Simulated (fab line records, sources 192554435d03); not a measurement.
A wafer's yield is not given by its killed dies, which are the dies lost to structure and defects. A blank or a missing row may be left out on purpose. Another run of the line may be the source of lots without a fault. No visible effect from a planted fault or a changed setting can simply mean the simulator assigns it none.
Which tool did it? -- flow n5 finfet -- 10 lots with 27 wafers sampled at 5 steps, on a route of 1938 steps

## WHAT THE GAUGES READ, wafer by wafer
The record lacks any reading of a measuring or inspecting step that a usual standard deviation could be used to judge.

## WHICH TOOL RAN EACH LOT (tool, then ch and the chambers of the sampled wafers, then the start)
lot,N5_BEOL_M10_PECVD_70,N5_BEOL_M10_DESCUM_33,N5_BEOL_M10_ALD_74,N5_BEOL_M10_SURFACE_TREAT_76,N5_BEOL_M10_CMP_52
L833,"pecvd-02 ch 0,1,2, day 11 00:50","rie diel-06 ch 0,3, day 11 03:08","ald metal-02 ch 1,3, day 11 04:33","pvd sputter-03, day 11 04:50","cmp-04 ch 0,2, day 11 05:39"
L837,"pecvd-02 ch 0,1,2, day 12 21:02","rie diel-04 ch 0,2,3, day 13 02:37","ald metal-01 ch 0,2,3, day 13 03:44","pvd sputter-03, day 13 04:01","cmp-01 ch 0,1,2, day 13 05:40"
L841,"pecvd-02 ch 0,1, day 14 09:29","rie diel-01 ch 2, day 14 13:33","ald metal-03 ch 0,3, day 14 15:01","pvd sputter-03, day 14 15:20","cmp-01 ch 1,3, day 14 18:19"
L843,"pecvd-02 ch 0,2, day 15 05:39","rie diel-01 ch 0,1, day 15 08:41","ald metal-01 ch 1, day 15 09:52","pvd sputter-03, day 15 10:10","cmp-02 ch 0,1, day 15 10:59"
L844,"pecvd-02 ch 0,1, day 15 15:56","rie diel-06 ch 2,3, day 15 21:04","ald metal-02 ch 1,3, day 15 22:44","pvd sputter-01, day 15 23:02","cmp-04 ch 1,2, day 15 23:53"
L847,"pecvd-04 ch 1, day 15 17:58","rie diel-04 ch 0,2,3, day 15 23:17","ald metal-03 ch 0,3, day 16 01:19","pvd sputter-03, day 16 01:49","cmp-04 ch 0,3, day 16 02:56"
L849,"pecvd-04 ch 0,1,2, day 16 11:56","rie diel-06 ch 0,2, day 16 13:46","ald metal-02 ch 0,1, day 16 15:15","pvd sputter-02, day 16 15:35","cmp-01 ch 1,3, day 16 17:04"
L852,"pecvd-01 ch 0,2, day 16 14:31","rie diel-06 ch 0,2,3, day 16 17:35","ald metal-01 ch 1,3, day 16 19:07","pvd sputter-01, day 16 19:26","cmp-01 ch 0,1,2, day 16 22:14"
L853,"pecvd-01 ch 0,2, day 16 23:38","rie diel-04 ch 0,1,3, day 17 04:32","ald metal-01 ch 1,2,3, day 17 05:44","pvd sputter-02, day 17 06:05","cmp-04 ch 0,1,2, day 17 07:01"
L854,"pecvd-04 ch 0,1,2, day 16 23:54","rie diel-04 ch 0,1,3, day 17 03:55","ald metal-02 ch 0,1,3, day 17 05:26","pvd sputter-03, day 17 05:49","cmp-02 ch 0,2,3, day 17 06:38"
- N5_BEOL_M10_PECVD_70: deposits SiO2 from TEOS/O2, target thk 20 nm, time 22.7 s.
- N5_BEOL_M10_DESCUM_33: chemistry O2, time 7.9 s.
- N5_BEOL_M10_ALD_74: deposits TaN, target thk 2 nm, pulse time 2 s, purge time 3 s.
- N5_BEOL_M10_SURFACE_TREAT_76
- N5_BEOL_M10_CMP_52: polishes, stops on SiCOH lowk, t overpolish 7 s, target thk 140 nm.

## WHAT THE TOOLS THEMSELVES READ (means of the sampled wafers that have a number; where no wafer has one, the mark that the record gives instead)
N5_BEOL_M10_PECVD_70. Usual: heater power w 782 W, standard deviation 97; showerhead plenum p Torr 8.76 Torr, standard deviation 0.063; throttle valve pct 22.6 %, standard deviation 1.3.
lot,tool,heater power w (W),showerhead plenum p Torr (Torr),throttle valve pct (%),flag
L833,pecvd-02,795,8.78,22.5,
L837,pecvd-02,765,8.78,22.3,
L841,pecvd-02,758,8.82,23.4,
L843,pecvd-02,807,8.80,22.6,
L844,pecvd-02,732,8.82,23.1,
L847,pecvd-04,749,8.74,24.9,
L849,pecvd-04,772,8.73,23.2,
L852,pecvd-01,857,8.80,22.1,
L853,pecvd-01,855,8.75,22.8,
L854,pecvd-04,793,8.72,23.2,

N5_BEOL_M10_DESCUM_33. Usual: drypump motor current A 5.7 A, standard deviation 0.38; oes product au 0.83 a.u., standard deviation 0.08; rf vpp V 243.8 V, standard deviation 1.1; showerhead plenum p Torr 2.14 Torr, standard deviation 0.047; throttle valve pct 20.24 %, standard deviation 0.27.
lot,tool,drypump motor current A (A),oes product au (a.u.),rf vpp V (V),showerhead plenum p Torr (Torr),throttle valve pct (%),flag
L833,rie diel-06,5.0,0.76,242.1,2.03,20.16,
L837,rie diel-04,5.8,0.81,243.6,2.12,20.30,
L841,rie diel-01,5.9,0.77,244.5,2.19,20.18,
L843,rie diel-01,5.6,0.91,244.9,2.17,20.10,
L844,rie diel-06,5.3,0.88,244.2,2.17,20.03,
L847,rie diel-04,5.8,0.89,243.4,2.12,20.19,
L849,rie diel-06,5.3,0.84,243.5,2.13,19.97,
L852,rie diel-06,5.2,0.86,244.1,2.16,20.01,
L853,rie diel-04,5.9,0.87,243.5,2.14,20.33,
L854,rie diel-04,5.9,0.87,243.1,2.14,20.32,

N5_BEOL_M10_ALD_74. Usual: heater power w 407 W, standard deviation 48; precursor vessel pressure torr 26.24 Torr, standard deviation 0.054; precursor vessel temp c 75.02 C, standard deviation 0.12.
lot,tool,heater power w (W),precursor vessel pressure torr (Torr),precursor vessel temp c (C),flag
L833,ald metal-02,415,26.29,75.03,
L837,ald metal-01,405,26.23,75.03,
L841,ald metal-03,332,26.23,74.82,
L843,ald metal-01,361,26.23,74.97,
L844,ald metal-02,422,26.20,74.84,
L847,ald metal-03,332,26.30,74.92,
L849,ald metal-02,412,26.18,75.01,
L852,ald metal-01,382,26.23,74.90,
L853,ald metal-01,408,26.24,74.95,
L854,ald metal-02,429,26.17,75.07,

N5_BEOL_M10_SURFACE_TREAT_76. Usual: ar flow sccm reads 29.98 sccm (standard deviation 0.079).
lot,tool,ar flow sccm (sccm),flag
L833,pvd sputter-03,30.07,
L837,pvd sputter-03,29.92,
L841,pvd sputter-03,30.06,
L843,pvd sputter-03,29.95,
L844,pvd sputter-01,30.01,
L847,pvd sputter-03,29.97,
L849,pvd sputter-02,29.95,
L852,pvd sputter-01,29.98,
L853,pvd sputter-02,29.95,
L854,pvd sputter-03,30.01,

N5_BEOL_M10_CMP_52. Usual: barrier field endpoint s 29.1 s, standard deviation 0.74; clearing platen down force psi 1.4999 psi, standard deviation 0.0026; motor current A 5.9 A, standard deviation 0.41; overpolish run s 7.000 s, standard deviation 0.0084; platen rpm 50.00 rpm, standard deviation 0.031.
lot,tool,barrier field endpoint s (s),clearing platen down force psi (psi),motor current A (A),overpolish run s (s),platen rpm (rpm),flag
L833,cmp-04,29.4,1.4988,5.7,6.997,49.98,
L837,cmp-01,29.3,1.5001,5.8,7.000,49.97,
L841,cmp-01,34.7,1.4967,6.4,6.840,49.97,OFF
L843,cmp-02,34.7,1.5013,5.9,6.556,49.99,OFF
L844,cmp-04,35.8,1.5031,5.7,5.559,49.97,OFF
L847,cmp-04,28.9,1.5009,5.6,7.003,49.97,
L849,cmp-01,28.9,1.4975,6.0,6.998,49.97,
L852,cmp-01,28.7,1.4999,5.9,7.003,50.00,
L853,cmp-04,30.5,1.5003,5.5,7.002,50.01,
L854,cmp-02,28.3,1.5018,6.3,6.994,49.99,

## THE ANSWER, worked out from the rows above alone
Rule: take the mean of a lot's wafers that have a number; if it is more than 3 standard deviations from the usual mean, the lot is off. A lot without any number at a reading at which 4 lots or more have one is off too. All remaining lots with rows at the step are treated as sound. Order of review: gauges by route order, followed by the tools' own readings, for which a lot's mean as printed above is used. The first step at which some lot is off is used, and at that step the reading that is off furthest; a lot without a number counts as furthest.
Off: L841, L843, L844, at N5_BEOL_M10_CMP_52 (overpolish run s).
If a tool, at that step or one of the process steps before it, ran each lot that is off and ran no sound lot following the first of them, it fits. One candidate fits, namely pecvd-02 at N5_BEOL_M10_PECVD_70. A fault onset in the window from L837 (day 12 21:02, its last sound lot) to L841 (day 14 09:29, its first lot off) fits.

## WHAT WAS PUT IN BY THE SIMULATOR
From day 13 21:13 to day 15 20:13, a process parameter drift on pecvd-02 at N5_BEOL_M10_PECVD_70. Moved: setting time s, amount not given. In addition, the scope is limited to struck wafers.
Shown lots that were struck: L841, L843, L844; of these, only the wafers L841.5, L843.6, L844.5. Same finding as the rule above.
